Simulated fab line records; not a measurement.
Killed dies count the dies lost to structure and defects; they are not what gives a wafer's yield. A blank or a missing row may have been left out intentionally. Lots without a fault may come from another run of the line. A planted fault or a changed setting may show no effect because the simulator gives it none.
Lot-split experiment / flow n5Finfet / on a route of 1938 steps: 7 lots, 21 wafers read

THE SPLIT ITSELF
At N5_SD_EPI_N_PEB_07 (peb time 60 s), the setting pebTempC was moved away from the recipe's 110 C on 6 of the 21 wafers read, by -3.3% to +1.7%. This setting was run at the recipe's value on the other wafers.

THE PATH FROM SPLIT TO READING: the file shows 1 step between them
- N5_SD_EPI_N_DEVELOP_08: develop time 30 s (also split here: developTimeS)

THE READING
cdNm (nm) at N5_SD_EPI_N_CD_MEAS_09, where the cd target is 120 nm. Typical for fault-free wafers on this fab line: 120.0 nm, with standard deviation 0.61 nm.

wafer=L079.1; tool, chamber at the split=lithoTrack-03, 0; pebTempC as run, C=111.8; against the recipe=+1.6%; cdNm, nm=124.7; against lot-mates on the recipe=+4.2
wafer=L079.2; tool, chamber at the split=lithoTrack-03, 0; pebTempC as run, C=110; against the recipe=recipe; cdNm, nm=120.5; against lot-mates on the recipe=-
wafer=L079.6; tool, chamber at the split=lithoTrack-03, 0; pebTempC as run, C=111.8; against the recipe=+1.6%; cdNm, nm=124.2; against lot-mates on the recipe=+3.7
wafer=L080.2; tool, chamber at the split=lithoTrack-05, 0; pebTempC as run, C=111.9; against the recipe=+1.7%; cdNm, nm=124.4; against lot-mates on the recipe=+3.2
wafer=L080.3; tool, chamber at the split=lithoTrack-05, 0; pebTempC as run, C=111.9; against the recipe=+1.7%; cdNm, nm=125.2; against lot-mates on the recipe=+4.0
wafer=L080.5; tool, chamber at the split=lithoTrack-05, 0; pebTempC as run, C=110; against the recipe=recipe; cdNm, nm=121.2; against lot-mates on the recipe=-
wafer=L082.2; tool, chamber at the split=lithoTrack-05, 0; pebTempC as run, C=110; against the recipe=recipe; cdNm, nm=120.4; against lot-mates on the recipe=-
wafer=L082.3; tool, chamber at the split=lithoTrack-05, 0; pebTempC as run, C=110; against the recipe=recipe; cdNm, nm=120.6; against lot-mates on the recipe=-
wafer=L082.5; tool, chamber at the split=lithoTrack-05, 0; pebTempC as run, C=110; against the recipe=recipe; cdNm, nm=120.4; against lot-mates on the recipe=-
wafer=L085.1; tool, chamber at the split=lithoTrack-03, 0; pebTempC as run, C=110; against the recipe=recipe; cdNm, nm=120.3; against lot-mates on the recipe=-
wafer=L085.2; tool, chamber at the split=lithoTrack-03, 0; pebTempC as run, C=110; against the recipe=recipe; cdNm, nm=120.0; against lot-mates on the recipe=-
wafer=L085.5; tool, chamber at the split=lithoTrack-03, 0; pebTempC as run, C=110; against the recipe=recipe; cdNm, nm=120.9; against lot-mates on the recipe=-
wafer=L093.2; tool, chamber at the split=lithoTrack-02, 0; pebTempC as run, C=110; against the recipe=recipe; cdNm, nm=120.3; against lot-mates on the recipe=-
wafer=L093.4; tool, chamber at the split=lithoTrack-02, 0; pebTempC as run, C=110; against the recipe=recipe; cdNm, nm=120.9; against lot-mates on the recipe=-
wafer=L093.5; tool, chamber at the split=lithoTrack-02, 0; pebTempC as run, C=111.4; against the recipe=+1.3%; cdNm, nm=123.4; against lot-mates on the recipe=+2.8
wafer=L094.1; tool, chamber at the split=lithoTrack-03, 0; pebTempC as run, C=110; against the recipe=recipe; cdNm, nm=119.9; against lot-mates on the recipe=-
wafer=L094.3; tool, chamber at the split=lithoTrack-03, 0; pebTempC as run, C=110; against the recipe=recipe; cdNm, nm=119.1; against lot-mates on the recipe=-
wafer=L094.5; tool, chamber at the split=lithoTrack-03, 0; pebTempC as run, C=110; against the recipe=recipe; cdNm, nm=119.9; against lot-mates on the recipe=-
wafer=L097.2; tool, chamber at the split=lithoTrack-05, 0; pebTempC as run, C=110; against the recipe=recipe; cdNm, nm=120.6; against lot-mates on the recipe=-
wafer=L097.3; tool, chamber at the split=lithoTrack-05, 0; pebTempC as run, C=106.4; against the recipe=-3.3%; cdNm, nm=109.8; against lot-mates on the recipe=-10.9
wafer=L097.6; tool, chamber at the split=lithoTrack-05, 0; pebTempC as run, C=110; against the recipe=recipe; cdNm, nm=120.7; against lot-mates on the recipe=-

FIT RESULTS
A straight line over all 21 wafers: cdNm changes by +2.87 nm for each +1% of pebTempC; r = +0.98; the points scatter about the line by 0.58 nm.
The same after taking each lot's own level away (the mean of its wafers on the recipe; 21 wafers): +2.78 nm for each +1%; r = +0.98; scatter 0.61 nm.
Per that fit: largest pebTempC move, reading shift of 9.1 nm.
The lots' own levels span 119.63 to 121.20 nm, that is 2.6 times the standard deviation above.
Hence the lot-to-lot level has little effect on the slope; both slopes agree.
Check: with one of the wafers moved furthest among these (-3.3%) left out of the fit, the line predicts -7.31 nm for it against its lot-mates. It came out at -10.9 nm against them.

OTHER SPLITS APPLIED TO THESE WAFERS
Before the reading, these wafers also passed through other splits. Each is held against what the fit with the lots' levels taken away leaves over:
other split on the same wafers=N5_DUMMY_GATE_EXPOSE_12 doseMj; wafers away from the commonest value=9; r with cdNm (lot level and that fit taken away)=-0.13
other split on the same wafers=N5_SD_EPI_N_DEVELOP_08 developTimeS; wafers away from the commonest value=10; r with cdNm (lot level and that fit taken away)=+0.42

THE WHOLE CHAIN: every reading that the file lists as answering this split, in the file's order
step=N5_SD_EPI_N_CD_MEAS_09; what it does=target cd 120 nm; reading=cdNm; change (the file's fit)=+2.86 nm for each +1% of the setting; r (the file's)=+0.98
step=N5_SD_EPI_N_DESCUM_14; what it does=chemistry O2, time 7.9 s; reading=SD_EPI_N.cdNm (the simulator's own value, which no gauge read); change (the file's fit)=+2.94 nm for each +1% of the setting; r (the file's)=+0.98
step=N5_SD_EPI_N_ETCH_34; what it does=etches SiARC in CF4, target depth 45.5 nm, time 75.8 s; reading=SD_EPI_N.cdNm (the simulator's own value, which no gauge read); change (the file's fit)=+3.01 nm for each +1% of the setting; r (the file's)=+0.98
step=N5_SD_EPI_N_ETCH_35; what it does=etches SOC in N2/H2, overetch 108 nm, time 486 s; reading=SD_EPI_N.cdNm (the simulator's own value, which no gauge read); change (the file's fit)=+3.07 nm for each +1% of the setting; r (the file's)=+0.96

THE FILE'S OWN FIT
cdNm changes by +2.86 nm for each +1% of pebTempC, r = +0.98.
